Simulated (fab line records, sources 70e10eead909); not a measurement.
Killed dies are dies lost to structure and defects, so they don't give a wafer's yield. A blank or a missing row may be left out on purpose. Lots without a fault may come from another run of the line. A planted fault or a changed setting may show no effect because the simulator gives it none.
Chamber matching | flow nand_harc | NHARC_A_STAIRCASE_DEP_417 on pecvd-03: 3 sister chambers
The step deposits Si3N4, target thk 60 nm. 3 wafers are shown with their chamber, then 8 later ones without.

WAFERS WITH THEIR CHAMBER
wafer  | chamber | heater_power_w (W)
L083.1 | 1       | 789
L083.6 | 0       | 775
L088.1 | 2       | 703

WAFERS WITHOUT THEIR CHAMBER
wafer  | heater_power_w (W)
L088.3 | 756
L088.6 | 735
L087.1 | 731
L087.5 | 735
L087.6 | 746
L093.2 | 628
L093.4 | 638
L093.5 | 618

WHICH CHAMBER EACH WENT THROUGH
wafer  | from the rows above          | in truth
L088.3 | can't be placed: 0 or 1 or 2 | 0
L088.6 | can't be placed: 2 or 0 or 1 | 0
L087.1 | can't be placed: 2 or 0 or 1 | 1
L087.5 | can't be placed: 2 or 0 or 1 | 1
L087.6 | can't be placed: 0 or 1 or 2 | 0
L093.2 | can't be placed: 2 or 0 or 1 | 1
L093.4 | can't be placed: 2 or 0 or 1 | 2
L093.5 | can't be placed: 2 or 0 or 1 | 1
Placed correctly: 0 of 8. Can't be placed from these rows: 8 (the true chamber is among the candidates in 8). Placed wrongly: 0.
How it was worked out, from the rows above alone: a wafer's distance from a chamber is the root of the sum, over the readings, of the square of ((its reading less the chamber's mean) divided by the reading's scatter). The wafer belongs to the nearest chamber; if the next one is less than 2 further off, it can't be placed. A chamber's mean is the mean of its shown wafers. The scatter: with one shown wafer a chamber, the root of the mean of the squares of how far each hidden wafer lies from its nearest shown one.
